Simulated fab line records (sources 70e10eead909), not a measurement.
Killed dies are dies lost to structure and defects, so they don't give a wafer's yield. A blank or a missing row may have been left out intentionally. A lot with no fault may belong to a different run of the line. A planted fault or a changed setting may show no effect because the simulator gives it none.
fab line records    flow nand-harc
[record] lots = 24  wafers = 72  last-day = 24
route steps=1159 shown A_STAIRCASE@665 A_SLIT@793 A_SIN_REMOVE@808 A_CONTACT@854
lots with no fault: from the same line, run without faults
start-h: the number of hours between the record's first day and the start of the first shown wafer of the lot    wait-h: how many hours have passed since the lot's step before this one    " repeats the value in the row above    L1.1+2: a single row standing in for several wafers    - no value, or no start given    * or withheld: withheld    < > ~ a bound
route shown NAME@n: a module of which the file shows steps, and the number in the route of the first    usual: mean/standard deviation taken from wafers without a fault    same: alike in all rows    chamber/n: place in a boat    sites: per-site readings    _std_site: how widely they spread, as a standard deviation    _edge_site: inner sites' mean taken away from outer sites' mean    radius-mm: how far each site lies from the wafer's centre    mask NAME#n: copy n    behind: the tool/chamber that last shaped the wafer    hold: the reason the lot was held/the length of the hold in hours/how it ended    device: transistor that didn't switch, given as n, p or np    end of line: the route-end tests of the same wafers    step lacking rows: just its recipe    killed: the dies lost at the first sort to structure and to defects; this is not the yield of the wafer    map: a wafer's dies, marking killed ones x, the rest . and places with no die _
set.NAME: the run value of the setting; set.NAME@STEP: its run value at that earlier step    model.NAME: the simulator's own value behind a step, which no gauge read
one table for each step of the route and one row for each wafer, over a sample of lots
services: when a tool's chamber went out of use (start-h, in hours from the record's first day, below 0 if earlier), for how many hours, and the reason
[[steps]]
[step NHARC_A_STAIRCASE_ETCH_292]
[recipe] cf4-flow-sccm = 100  chf3-flow-sccm = 30  ar-flow-sccm = 0  rf-w = 500  bias-w = 200  chemistry = CF4/CHF3
[usual] drypump-motor-current-A = 5.7/0.37  oes-product-au = 0.954/0.02  rf-vpp-V = 369.6/2.1  showerhead-plenum-p-Torr = 1.54/0.058  throttle-valve-pct = 16.802/0.0086
lot.wafer  tool         chamber  start-h  wait-h  drypump-motor-current-A  oes-product-au  rf-hours-counter-h  rf-vpp-V  showerhead-plenum-p-Torr  throttle-valve-pct
L076.1     rie-diel-08  1        269.76   0.2     5.5                      0.957           45                  369.2     1.56                      16.809
L076.5     "            3        "        "       5.5                      0.953           -                   367.2     1.48                      16.812
L076.6     "            1        "        "       5.5                      0.947           -                   370.4     1.56                      16.808
L074.3     rie-diel-01  1        271.64   1.5     5.1                      0.932           53                  368.1     1.49                      16.794
L074.2     "            2        "        "       5.9                      0.922           49                  371.9     1.62                      16.796
L074.4     "            3        "        "       5.3                      0.910           48                  369.5     1.55                      16.793
L075.3     rie-diel-07  0        272.44   0.1     5.8                      0.942           9                   375.5     1.68                      16.808
L075.4     "            1        "        "       5.6                      0.939           10                  369.9     1.56                      16.815
L075.6     "            0        "        "       5.9                      0.940           -                   374.3     1.68                      16.803
L079.1     rie-diel-01  0        279.44   0.1     6.7                      0.964           54                  368.3     1.47                      16.798
L079.2     "            2        "        "       6.0                      0.936           51                  371.4     1.62                      16.806
L079.6     "            0        "        "       6.7                      0.970           -                   366.3     1.47                      16.806
L078.4     rie-diel-08  0        279.87   0.1     5.8                      0.985           58                  368.4     1.48                      16.802
L078.1     "            2        "        "       6.0                      0.950           40                  367.9     1.51                      16.810
L078.2     "            3        "        "       5.5                      0.983           58                  367.3     1.48                      16.810
L077.1     rie-diel-01  0        281.19   0.1     6.7                      0.979           54                  365.9     1.47                      16.807
L077.5     "            1        "        "       5.1                      0.978           -                   367.1     1.49                      16.797
L077.6     "            2        "        "       6.0                      0.952           -                   373.5     1.62                      16.799
L080.1     rie-diel-01  0        285.09   0.1     6.7                      0.981           55                  366.6     1.47                      16.805
L080.3     "            2        "        "       6.0                      0.960           53                  372.9     1.62                      16.800
L080.6     "            1        "        "       5.1                      0.956           -                   369.3     1.49                      16.794
L081.2     rie-diel-08  2        287.24   0.1     6.0                      0.921           42                  367.6     1.51                      16.806
L081.1     "            3        "        "       5.6                      0.941           60                  367.3     1.48                      16.786
L081.6     "            2        "        "       6.0                      0.934           -                   369.0     1.51                      16.804
L082.3     rie-diel-08  3        315.73   0.1     5.5                      0.976           2                   367.1     1.48                      16.803
L082.2     "            1        "        "       5.5                      0.970           2                   370.3     1.55                      16.789
L082.6     "            3        "        "       5.5                      0.980           -                   367.2     1.48                      16.793
L084.1     rie-diel-08  3        317.06   0.1     5.5                      0.948           3                   367.4     1.48                      16.797
L084.2     "            0        "        "       5.8                      0.950           3                   368.4     1.48                      16.809
L084.5     "            2        "        "       6.0                      0.948           -                   369.9     1.51                      16.814
L083.1     rie-diel-07  1        321.09   0.1     5.6                      0.946           27                  370.6     1.56                      16.807
L083.3     "            3        "        "       5.2                      0.925           29                  370.0     1.55                      16.785
L083.6     "            2        "        "       5.9                      0.941           -                   371.3     1.58                      16.806
L086.1     rie-diel-08  2        327.24   0.1     6.0                      0.985           7                   369.0     1.51                      16.800
L086.6     "            3        "        "       5.5                      0.973           -                   366.8     1.48                      16.806
L086.5     "            0        "        "       5.8                      0.968           -                   367.4     1.48                      16.787
L088.3     rie-diel-08  1        329.02   0.1     5.5                      0.953           8                   369.8     1.55                      16.804
L088.2     "            3        "        "       5.5                      0.993           10                  366.7     1.48                      16.798
L088.6     "            1        "        "       5.5                      0.947           -                   369.8     1.55                      16.817
L085.1     rie-diel-07  3        330.89   0.1     5.3                      0.978           33                  370.6     1.55                      16.795
L085.4     "            0        "        "       5.8                      0.995           27                  372.3     1.68                      16.795
L085.6     "            0        "        "       5.8                      0.985           -                   372.4     1.68                      16.800
L089.1     rie-diel-07  2        344.29   0.1     5.9                      0.987           37                  370.6     1.58                      16.795
L089.6     "            2        "        "       5.9                      0.982           -                   370.2     1.58                      16.799
L089.5     "            3        "        "       5.2                      0.954           -                   369.8     1.55                      16.806
L087.1     rie-diel-08  0        345.02   0.1     5.7                      0.955           16                  367.0     1.48                      16.796
L087.4     "            1        "        "       5.5                      0.952           14                  368.5     1.55                      16.788
L087.3     "            3        "        "       5.5                      0.973           17                  367.1     1.48                      16.811
L090.5     rie-diel-08  3        356.72   0.1     5.5                      0.975           -                   366.7     1.48                      16.808
L090.4     "            0        "        "       5.8                      0.961           -                   369.1     1.48                      16.804
L090.6     "            2        "        "       6.0                      0.959           -                   368.1     1.50                      16.795
L092.4     rie-diel-01  2        366.05   0.1     6.0                      0.978           14                  373.0     1.61                      16.797
L092.5     "            0        "        "       6.7                      0.974           -                   365.7     1.47                      16.798
L092.6     "            1        "        "       5.1                      0.974           -                   368.3     1.49                      16.819
L091.3     rie-diel-07  3        366.76   0.1     5.2                      0.927           45                  370.0     1.55                      16.810
L091.4     "            0        "        "       5.8                      0.928           40                  372.8     1.67                      16.815
L091.1     "            1        "        "       5.6                      0.926           44                  370.7     1.55                      16.811
L094.4     rie-diel-07  1        370.16   0.1     5.6                      0.933           45                  371.2     1.55                      16.797
L094.6     "            3        "        "       5.2                      0.931           -                   370.1     1.55                      16.802
L094.5     "            0        "        "       5.8                      0.930           -                   375.0     1.67                      16.795
L093.4     rie-diel-07  0        371.19   0.5     5.8                      0.980           42                  373.6     1.67                      16.792
L093.3     "            1        "        "       5.6                      0.976           46                  371.0     1.55                      16.799
L093.1     "            2        "        "       5.9                      0.958           47                  370.8     1.58                      16.799
L095.1     rie-diel-07  2        385.06   0.1     5.9                      0.923           53                  370.6     1.58                      16.810
L095.2     "            0        "        "       5.8                      0.932           48                  373.3     1.67                      16.806
L095.4     "            1        "        "       5.6                      0.930           51                  368.2     1.55                      16.806
L096.3     rie-diel-07  2        393.81   0.1     5.9                      0.970           57                  370.7     1.57                      16.804
L096.4     "            3        "        "       5.3                      0.949           58                  367.7     1.55                      16.802
L096.6     "            2        "        "       5.9                      0.973           -                   369.6     1.58                      16.814
L097.2     rie-diel-07  0        395.73   0.1     5.9                      0.948           52                  374.6     1.67                      16.798
L097.4     "            1        "        "       5.7                      0.946           55                  371.4     1.55                      16.800
L097.1     "            2        "        "       5.9                      0.943           58                  370.3     1.58                      16.804
[step NHARC_A_STAIRCASE_CMP_450]
[recipe] target-thk-nm = 200  material = SiO2
[usual] motor-current-A = 12.2/1.3
lot.wafer  tool    chamber  start-h  wait-h  motor-current-A
L074.3     cmp-01  2        320.80   -       12.8
L074.2     "       3        "        "       12.6
L074.4     "       0        "        "       14.1
L075.4     cmp-02  3        320.82   -       13.7
L075.3     "       1        "        "       12.7
L075.6     "       3        "        "       14.1
L076.1     cmp-01  1        322.34   -       11.6
L076.5     "       3        "        "       13.9
L076.6     "       0        "        "       14.3
L079.2     cmp-04  2        328.20   -       12.3
L079.1     "       1        "        "       11.4
L079.6     "       3        "        "       12.1
L077.1     cmp-01  3        334.22   -       13.0
L077.5     "       0        "        "       14.1
L077.6     "       1        "        "       11.6
L080.3     cmp-02  3        334.35   -       14.9
L080.1     "       0        "        "       12.1
L080.6     "       3        "        "       13.9
L078.1     cmp-04  3        334.47   -       11.4
L078.4     "       0        "        "       12.6
L078.2     "       2        "        "       11.6
L081.1     cmp-04  2        338.88   -       11.5
L081.2     "       3        "        "       11.8
L081.6     "       2        "        "       12.5
L082.3     cmp-02  2        368.34   -       10.1
L082.2     "       0        "        "       12.5
L082.6     "       2        "        "       9.8
L086.1     cmp-01  1        374.19   -       11.2
L086.5     "       1        "        "       11.6
L086.6     "       2        "        "       12.1
L085.4     cmp-02  3        374.56   -       13.7
L085.1     "       1        "        "       12.3
L085.6     "       3        "        "       14.6
L084.2     cmp-04  0        374.63   -       13.1
L084.1     "       1        "        "       11.4
L084.5     "       1        "        "       11.3
L083.1     cmp-04  2        376.02   -       11.6
L083.3     "       0        "        "       13.2
L083.6     "       1        "        "       11.7
L088.2     cmp-04  2        376.45   -       11.6
L088.3     "       0        "        "       13.3
L088.6     "       1        "        "       11.1
L087.4     cmp-04  3        393.08   -       12.1
L087.3     "       0        "        "       13.1
L087.1     "       1        "        "       10.8
L089.1     cmp-01  0        393.72   -       13.9
L089.5     "       2        "        "       11.9
L089.6     "       3        "        "       12.9
L090.4     cmp-02  0        408.43   -       12.1
L090.5     "       0        "        "       11.5
L090.6     "       1        "        "       12.5
L094.4     cmp-02  2        417.38   -       9.3
L094.6     "       0        "        "       12.0
L094.5     "       1        "        "       13.1
L093.3     cmp-04  3        417.64   -       11.3
L093.4     "       0        "        "       13.3
L093.1     "       1        "        "       11.4
L092.4     cmp-02  2        419.23   -       9.5
L092.6     "       1        "        "       12.1
L092.5     "       2        "        "       9.7
L091.3     cmp-02  1        420.67   -       12.7
L091.1     "       2        "        "       10.2
L091.4     "       3        "        "       14.0
L095.4     cmp-01  3        438.97   -       12.8
L095.2     "       0        "        "       13.1
L095.1     "       2        "        "       12.3
L097.1     cmp-02  0        443.08   -       12.2
L097.2     "       1        "        "       12.5
L097.4     "       3        "        "       12.9
L096.3     cmp-02  3        444.53   -       13.4
L096.4     "       0        "        "       11.4
L096.6     "       3        "        "       13.0
[step NHARC_A_SLIT_DESCUM_14]
[recipe] time-s = 3  o2-flow-sccm = 200  ar-flow-sccm = 0  bias-power-w = 0  chemistry = O2
[usual] drypump-motor-current-A = 5.5/0.58  oes-product-au = 0.996/0.0097  rf-vpp-V = 57.4/0.92  showerhead-plenum-p-Torr = 1.85/0.058  throttle-valve-pct = 11.312/0.0091
[same] time-s = 3
lot.wafer  tool         chamber  start-h  wait-h  drypump-motor-current-A  oes-product-au  rf-hours-counter-h  rf-vpp-V  showerhead-plenum-p-Torr  throttle-valve-pct
L075.3     rie-diel-12  3        333.32   0.1     5.1                      1.001           10                  56.3      1.79                      11.314
L075.6     "            2        "        "       6.6                      0.998           -                   58.7      1.78                      11.307
L075.4     "            3        "        "       5.1                      1.000           -                   56.4      1.79                      11.318
L076.1     rie-diel-05  0        333.53   0.1     5.0                      1.005           11                  57.2      1.87                      11.303
L076.6     "            2        "        "       5.4                      1.007           -                   57.3      1.92                      11.322
L076.5     "            3        "        "       6.1                      0.995           -                   57.8      1.81                      11.310
L074.2     rie-diel-06  2        334.45   0.1     5.8                      0.989           6                   57.0      1.81                      11.303
L074.3     "            3        "        "       4.7                      0.994           6                   57.8      1.99                      11.313
L074.4     "            3        "        "       4.7                      0.973           -                   57.9      1.99                      11.305
L079.1     rie-diel-12  1        340.58   0.1     4.8                      0.985           10                  57.2      1.90                      11.310
L079.2     "            3        "        "       5.1                      0.994           10                  56.8      1.79                      11.310
L079.6     "            1        "        "       4.8                      0.989           -                   56.1      1.90                      11.317
L080.3     rie-diel-05  1        350.43   0.1     5.2                      0.999           0                   58.6      1.87                      11.317
L080.1     "            3        "        "       6.0                      1.007           0                   57.3      1.81                      11.291
L080.6     "            2        "        "       5.4                      1.002           -                   57.6      1.92                      11.290
L081.1     rie-diel-12  0        351.16   0.1     5.9                      1.002           11                  57.1      1.80                      11.316
L081.2     "            1        "        "       4.8                      0.984           11                  56.1      1.90                      11.307
L081.6     "            2        "        "       6.5                      0.980           -                   56.9      1.78                      11.300
L077.1     rie-diel-06  0        351.89   0.1     5.7                      1.016           7                   56.0      1.89                      11.312
L077.6     "            1        "        "       6.3                      0.993           -                   57.3      1.79                      11.292
L077.5     "            2        "        "       5.8                      0.985           -                   56.7      1.81                      11.315
L078.1     rie-diel-12  0        352.31   0.1     5.9                      0.997           12                  56.5      1.80                      11.304
L078.2     "            1        "        "       4.8                      0.997           11                  57.9      1.90                      11.315
L078.4     "            2        "        "       6.6                      0.987           12                  56.0      1.78                      11.305
L082.2     rie-diel-05  0        381.09   0.1     5.0                      0.993           2                   57.9      1.87                      11.300
L082.3     "            1        "        "       5.2                      0.983           2                   57.1      1.86                      11.316
L082.6     "            3        "        "       6.0                      0.989           -                   57.5      1.81                      11.324
L083.1     rie-diel-05  3        387.79   0.1     6.1                      0.991           3                   56.1      1.81                      11.318
L083.3     "            1        "        "       5.2                      1.000           2                   57.1      1.86                      11.313
L083.6     "            0        "        "       5.0                      1.006           -                   57.9      1.87                      11.317
L085.1     rie-diel-06  3        388.19   0.1     4.7                      1.002           12                  58.0      1.99                      11.334
L085.4     "            0        "        "       5.8                      1.008           10                  57.5      1.88                      11.300
L085.6     "            3        "        "       4.7                      0.987           -                   59.1      1.99                      11.314
L084.1     rie-diel-12  2        388.63   0.1     6.5                      0.990           0                   56.7      1.78                      11.310
L084.2     "            0        "        "       5.9                      0.983           0                   57.8      1.80                      11.315
L084.5     "            2        "        "       6.5                      0.986           -                   56.7      1.78                      11.301
L086.1     rie-diel-05  3        389.72   0.1     6.0                      0.990           3                   57.0      1.81                      11.312
L086.6     "            3        "        "       6.1                      1.007           -                   56.7      1.81                      11.320
L086.5     "            0        "        "       5.0                      1.001           -                   58.3      1.87                      11.326
L088.2     rie-diel-12  1        390.12   0.1     4.8                      1.006           0                   58.8      1.90                      11.308
L088.3     "            2        "        "       6.5                      0.987           0                   57.8      1.78                      11.302
L088.6     "            0        "        "       5.9                      0.985           -                   57.1      1.80                      11.315
L089.1     rie-diel-12  1        406.53   0.1     4.8                      1.005           2                   57.3      1.90                      11.302
L089.5     "            3        "        "       5.0                      0.998           -                   56.7      1.79                      11.305
L089.6     "            0        "        "       6.0                      0.995           -                   57.9      1.80                      11.295
L087.4     rie-diel-05  2        406.87   0.1     5.3                      1.004           4                   58.0      1.92                      11.325
L087.3     "            0        "        "       5.0                      1.013           4                   58.8      1.87                      11.315
L087.1     "            1        "        "       5.2                      0.972           4                   57.8      1.86                      11.315
L090.4     rie-diel-12  1        421.05   0.1     4.8                      0.996           3                   57.4      1.90                      11.307
L090.6     "            1        "        "       4.8                      0.989           -                   59.4      1.90                      11.321
L090.5     "            2        "        "       6.5                      0.982           -                   57.9      1.78                      11.311
L092.4     rie-diel-12  1        430.33   0.1     4.8                      0.994           4                   57.9      1.90                      11.320
L092.5     "            1        "        "       4.8                      1.006           -                   57.6      1.90                      11.313
L092.6     "            2        "        "       6.6                      0.981           -                   56.9      1.78                      11.314
L094.4     rie-diel-05  0        430.46   0.1     5.0                      1.001           5                   58.0      1.87                      11.311
L094.5     "            2        "        "       5.3                      1.000           -                   58.9      1.92                      11.322
L094.6     "            3        "        "       6.0                      1.003           -                   58.3      1.81                      11.322
L093.4     rie-diel-06  0        430.61   0.1     5.8                      1.006           0                   57.9      1.88                      11.298
L093.1     "            1        "        "       6.3                      0.999           0                   56.5      1.79                      11.297
L093.3     "            2        "        "       5.8                      0.989           0                   56.0      1.81                      11.312
L091.3     rie-diel-05  1        436.56   0.1     5.2                      0.982           5                   58.3      1.86                      11.313
L091.1     "            3        "        "       6.0                      1.004           6                   58.2      1.81                      11.315
L091.4     "            0        "        "       5.0                      1.003           5                   57.9      1.87                      11.311
L095.1     rie-diel-05  1        451.42   0.1     5.2                      0.991           6                   57.3      1.86                      11.292
L095.4     "            2        "        "       5.4                      1.007           7                   58.1      1.92                      11.300
L095.2     "            0        "        "       5.0                      0.999           7                   56.6      1.87                      11.304
L096.3     rie-diel-05  3        458.30   0.1     6.0                      1.000           10                  56.7      1.81                      11.320
L096.4     "            0        "        "       5.0                      1.009           9                   58.7      1.87                      11.313
L096.6     "            1        "        "       5.3                      0.989           -                   56.8      1.86                      11.309
L097.1     rie-diel-12  2        458.44   0.1     6.5                      0.977           5                   56.6      1.78                      11.292
L097.2     "            0        "        "       5.9                      0.989           5                   54.5      1.80                      11.312
L097.4     "            1        "        "       4.8                      1.006           6                   58.3      1.90                      11.309
[step NHARC_A_SLIT_ETCH_17]
[recipe] bias-v = 900  source-w = withheld  pressure-mtorr = 20  ar-flow-sccm = 375  c4f8-flow-sccm = 83.3  o2-flow-sccm = 41.7  time-s = 1687.5  target-depth-a = 1.01e+05  chemistry = C4F8/O2/Ar
[usual] drypump-motor-current-A = 5.62/0.29  showerhead-plenum-p-Torr = 3.64/0.12  throttle-valve-pct = 32.046/0.0097
[same] time-s = 1687.5
lot.wafer  tool         chamber  start-h  wait-h  drypump-motor-current-A  rf-hours-counter-h  showerhead-plenum-p-Torr  throttle-valve-pct
L076.1     har-etch-01  0        334.54   -       5.27                     4                   3.80                      32.045
L076.6     "            1        "        "       6.05                     -                   3.59                      32.023
L076.5     "            0        "        "       5.26                     -                   3.80                      32.043
L075.4     har-etch-02  0        335.21   -       5.59                     -                   3.49                      32.062
L075.3     "            1        "        "       5.62                     -                   3.74                      32.035
L075.6     "            0        "        "       5.58                     -                   3.49                      32.032
L074.2     har-etch-01  1        335.97   -       6.04                     6                   3.59                      32.044
L074.3     "            1        "        "       6.07                     -                   3.59                      32.044
L074.4     "            0        "        "       5.25                     -                   3.80                      32.067
L079.2     har-etch-02  1        341.34   -       5.61                     183                 3.74                      32.038
L079.1     "            0        "        "       5.60                     183                 3.49                      32.040
L079.6     "            0        342.60   -       5.60                     -                   3.49                      32.032
L080.1     har-etch-02  1        352.50   -       5.57                     188                 3.73                      32.053
L080.3     "            0        "        "       5.60                     -                   3.49                      32.061
L080.6     "            0        "        "       5.57                     -                   3.49                      32.039
L081.2     har-etch-01  1        353.39   -       6.09                     15                  3.59                      32.055
L081.1     "            0        "        "       5.22                     15                  3.79                      32.055
L081.6     "            0        "        "       5.24                     -                   3.79                      32.058
L077.1     har-etch-02  0        353.93   -       5.59                     190                 3.49                      32.030
L077.5     "            0        "        "       5.61                     -                   3.49                      32.056
L077.6     "            1        "        "       5.63                     -                   3.73                      32.062
L078.1     har-etch-01  0        355.06   -       5.27                     16                  3.79                      32.039
L078.2     "            1        "        "       6.06                     16                  3.59                      32.041
L078.4     "            0        "        "       5.24                     -                   3.79                      32.046
L082.2     har-etch-02  0        381.84   -       5.59                     199                 3.49                      32.040
L082.3     "            1        "        "       5.59                     -                   3.73                      32.043
L082.6     "            0        "        "       5.57                     -                   3.49                      32.050
L083.1     har-etch-01  1        391.57   -       6.06                     30                  3.58                      32.049
L083.3     "            1        "        "       6.03                     -                   3.58                      32.044
L083.6     "            0        "        "       5.27                     -                   3.78                      32.039
L085.1     har-etch-02  0        391.85   -       5.58                     205                 3.48                      32.043
L085.4     "            1        "        "       5.60                     -                   3.73                      32.029
L085.6     "            0        "        "       5.61                     -                   3.48                      32.046
L084.2     har-etch-01  0        392.98   -       5.24                     31                  3.78                      32.040
L084.1     "            1        "        "       6.05                     31                  3.58                      32.045
L084.5     "            0        "        "       5.27                     -                   3.78                      32.054
L086.1     har-etch-02  1        393.53   -       5.63                     206                 3.72                      32.032
L086.5     "            0        "        "       5.57                     -                   3.48                      32.030
L086.6     "            1        "        "       5.60                     -                   3.72                      32.056
L088.2     har-etch-01  1        394.67   -       6.04                     33                  3.58                      32.047
L088.3     "            0        "        "       5.26                     -                   3.78                      32.058
L088.6     "            0        "        "       5.30                     -                   3.78                      32.034
L089.1     har-etch-02  0        407.52   -       5.58                     215                 3.48                      32.039
L089.5     "            1        "        "       5.57                     -                   3.72                      32.035
L089.6     "            0        "        "       5.58                     -                   3.48                      32.063
L087.1     har-etch-01  0        407.89   -       5.24                     42                  3.78                      32.050
L087.4     "            1        "        "       6.02                     -                   3.57                      32.042
L087.3     "            0        "        "       5.24                     -                   3.78                      32.035
L090.4     har-etch-01  1        422.57   -       6.05                     -                   3.57                      32.056
L090.6     "            0        "        "       5.26                     -                   3.77                      32.052
L090.5     "            1        "        "       6.04                     -                   3.57                      32.043
L092.4     har-etch-02  1        431.60   -       5.61                     -                   3.71                      32.041
L092.5     "            1        "        "       5.62                     -                   3.71                      32.042
L092.6     "            0        "        "       5.60                     -                   3.47                      32.051
L094.4     har-etch-01  0        431.71   -       5.22                     -                   3.77                      32.046
L094.6     "            0        "        "       5.26                     -                   3.77                      32.055
L094.5     "            1        "        "       6.07                     -                   3.57                      32.041
L093.1     har-etch-02  0        433.03   -       5.57                     226                 3.47                      32.041
L093.3     "            1        "        "       5.59                     -                   3.71                      32.047
L093.4     "            0        "        "       5.59                     -                   3.47                      32.056
L091.1     har-etch-01  0        438.75   -       5.27                     54                  3.77                      32.049
L091.4     "            0        "        "       5.24                     -                   3.77                      32.038
L091.3     "            1        "        "       6.06                     -                   3.57                      32.044
L095.2     har-etch-02  0        452.19   -       5.56                     236                 3.47                      32.046
L095.1     "            1        "        "       5.58                     236                 3.71                      32.032
L095.4     "            1        "        "       5.61                     -                   3.71                      32.047
L097.1     har-etch-02  1        459.20   -       5.62                     237                 3.71                      32.055
L097.2     "            0        "        "       5.57                     237                 3.47                      32.054
L097.4     "            1        "        "       5.59                     -                   3.71                      32.039
L096.4     har-etch-01  0        459.55   -       5.25                     -                   3.77                      32.039
L096.3     "            1        "        "       6.08                     -                   3.56                      32.041
L096.6     "            1        "        "       6.07                     -                   3.56                      32.036
[step NHARC_A_SIN_REMOVE_INSPECT_04]
[usual] raw-defect-count = 302/71
lot.wafer  tool               chamber  start-h  wait-h  raw-defect-count
L076.1     defect-inspect-01  -        344.60   0.0     194
L076.5     "                  -        "        "       238
L076.6     "                  -        "        "       203
L074.2     defect-inspect-02  -        344.61   0.0     316
L074.3     "                  -        "        "       343
L074.4     "                  -        "        "       326
L075.3     defect-inspect-01  -        344.62   0.0     279
L075.4     "                  -        "        "       299
L075.6     "                  -        "        "       326
L079.1     defect-inspect-01  -        351.73   0.0     307
L079.2     "                  -        "        "       245
L079.6     "                  -        "        "       364
L081.1     defect-inspect-02  -        362.59   0.0     211
L081.2     "                  -        "        "       293
L081.6     "                  -        "        "       288
L077.1     defect-inspect-01  -        362.59   0.0     237
L077.5     "                  -        "        "       297
L077.6     "                  -        "        "       340
L080.1     defect-inspect-02  -        362.60   0.0     338
L080.3     "                  -        "        "       392
L080.6     "                  -        "        "       349
L078.1     defect-inspect-02  -        365.38   0.0     400
L078.2     "                  -        "        "       482
L078.4     "                  -        "        "       487
L082.2     defect-inspect-01  -        392.15   0.0     321
L082.3     "                  -        "        "       258
L082.6     "                  -        "        "       266
L084.1     defect-inspect-01  -        401.68   0.0     239
L084.2     "                  -        "        "       269
L084.5     "                  -        "        "       305
L083.1     defect-inspect-02  -        401.68   0.0     305
L083.3     "                  -        "        "       244
L083.6     "                  -        "        "       223
L086.1     defect-inspect-01  -        401.72   0.0     398
L086.5     "                  -        "        "       223
L086.6     "                  -        "        "       387
L085.1     defect-inspect-02  -        401.72   0.0     256
L085.4     "                  -        "        "       288
L085.6     "                  -        "        "       367
L088.2     defect-inspect-02  -        405.04   0.0     263
L088.3     "                  -        "        "       410
L088.6     "                  -        "        "       250
L089.1     defect-inspect-02  -        417.56   0.0     361
L089.5     "                  -        "        "       297
L089.6     "                  -        "        "       339
L087.1     defect-inspect-01  -        417.57   0.0     186
L087.3     "                  -        "        "       252
L087.4     "                  -        "        "       176
L090.4     defect-inspect-01  -        432.11   0.0     259
L090.5     "                  -        "        "       236
L090.6     "                  -        "        "       274
L093.1     defect-inspect-01  -        441.45   0.0     476
L093.3     "                  -        "        "       286
L093.4     "                  -        "        "       285
L092.4     defect-inspect-02  -        441.45   0.0     255
L092.5     "                  -        "        "       311
L092.6     "                  -        "        "       224
L094.4     defect-inspect-01  -        441.47   0.0     545
L094.5     "                  -        "        "       481
L094.6     "                  -        "        "       321
L091.1     defect-inspect-01  -        449.10   0.0     308
L091.3     "                  -        "        "       291
L091.4     "                  -        "        "       217
L095.1     defect-inspect-01  -        462.54   0.0     368
L095.2     "                  -        "        "       305
L095.4     "                  -        "        "       287
L096.3     defect-inspect-02  -        469.43   0.0     334
L096.4     "                  -        "        "       261
L096.6     "                  -        "        "       319
L097.1     defect-inspect-01  -        469.45   0.1     241
L097.2     "                  -        "        "       344
L097.4     "                  -        "        "       289
[step NHARC_A_CONTACT_CD_MEAS_42]
[recipe] target-cd-nm = 200  landing-energy-ev = 500
[usual] cd-nm = 200.1/0.5
lot.wafer  tool       chamber  start-h  wait-h  cd-nm
L074.2     cd-sem-03  0        376.06   -       199.9
L074.3     "          0        "        "       200.3
L074.4     "          0        "        "       199.7
L075.3     cd-sem-01  0        378.73   -       200.3
L075.4     "          0        "        "       200.3
L075.6     "          0        "        "       200.2
L076.1     cd-sem-01  0        384.03   -       198.9
L076.5     "          0        "        "       199.5
L076.6     "          0        "        "       200.1
L079.1     cd-sem-03  0        384.18   -       199.5
L079.2     "          0        "        "       199.4
L079.6     "          0        "        "       199.5
L081.1     cd-sem-03  0        395.68   -       199.6
L081.2     "          0        "        "       200.0
L081.6     "          0        "        "       200.1
L077.1     cd-sem-03  0        399.19   -       200.1
L077.5     "          0        "        "       201.5
L077.6     "          0        "        "       201.2
L080.1     cd-sem-01  0        401.51   -       200.6
L080.3     "          0        "        "       200.1
L080.6     "          0        "        "       199.8
L078.1     cd-sem-02  0        402.65   -       200.6
L078.2     "          0        "        "       200.9
L078.4     "          0        "        "       200.1
L082.2     cd-sem-01  0        425.62   -       200.7
L082.3     "          0        "        "       199.5
L082.6     "          0        "        "       200.2
L084.1     cd-sem-01  0        433.94   -       200.0
L084.2     "          0        "        "       199.3
L084.5     "          0        "        "       200.2
L086.1     cd-sem-01  0        435.45   -       200.8
L086.5     "          0        "        "       201.7
L086.6     "          0        "        "       200.7
L085.1     cd-sem-02  0        437.81   -       200.0
L085.4     "          0        "        "       200.9
L085.6     "          0        "        "       200.9
L083.1     cd-sem-02  0        439.05   -       201.1
L083.3     "          0        "        "       200.4
L083.6     "          0        "        "       200.4
L088.2     cd-sem-01  0        443.66   -       199.5
L088.3     "          0        "        "       200.2
L088.6     "          0        "        "       199.8
L089.1     cd-sem-03  0        451.58   -       199.7
L089.5     "          0        "        "       199.3
L089.6     "          0        "        "       200.1
L087.1     cd-sem-02  0        452.05   -       200.1
L087.3     "          0        "        "       200.3
L087.4     "          0        "        "       200.5
L090.4     cd-sem-03  0        464.53   -       199.9
L090.5     "          0        "        "       200.3
L090.6     "          0        "        "       200.4
L092.4     cd-sem-01  0        476.05   -       199.8
L092.5     "          0        "        "       199.3
L092.6     "          0        "        "       199.2
L093.1     cd-sem-02  0        477.41   -       199.4
L093.3     "          0        "        "       199.6
L093.4     "          0        "        "       200.3
L091.1     cd-sem-01  0        482.05   -       199.8
L091.3     "          0        "        "       200.6
L091.4     "          0        "        "       199.6
L094.4     cd-sem-03  0        485.16   -       200.1
L094.5     "          0        "        "       199.8
L094.6     "          0        "        "       200.7
L095.1     cd-sem-03  0        503.91   -       200.3
L095.2     "          0        "        "       199.9
L095.4     "          0        "        "       200.3
L096.3     cd-sem-03  0        510.02   -       199.9
L096.4     "          0        "        "       200.2
L096.6     "          0        "        "       200.4
L097.1     cd-sem-01  0        514.09   -       200.0
L097.2     "          0        "        "       200.8
L097.4     "          0        "        "       200.4
[[services]]
tool         chamber  start-h  hours  kind
rie-diel-08  3        254.08   6.2    repair
cmp-01       -        258.67   1.3    repair
cmp-02       -        261.23   0.5    repair
cmp-02       -        270.04   0.8    repair
cmp-01       -        277.50   4.0    pm
cmp-04       -        301.07   4.0    pm
cmp-01       -        302.02   1.2    repair
rie-diel-08  -        302.88   9.0    pm
har-etch-01  -        306.02   17.0   pm
rie-diel-08  -        321.30   0.4    repair
cmp-02       -        324.56   4.0    pm
rie-diel-12  1        330.13   7.4    repair
cmp-04       -        337.88   0.6    repair
rie-diel-05  -        340.60   9.0    pm
rie-diel-12  0        342.05   3.7    repair
rie-diel-08  1        348.57   18.6   repair
rie-diel-12  -        352.48   1.0    repair
cmp-01       -        365.20   0.9    repair
cmp-01       -        375.50   4.0    pm
rie-diel-12  -        379.40   9.0    pm
cmp-04       -        399.07   4.0    pm
rie-diel-07  -        405.57   9.0    pm
cmp-02       -        415.29   1.5    repair
cmp-02       -        422.56   4.0    pm
[[key]]
fault none
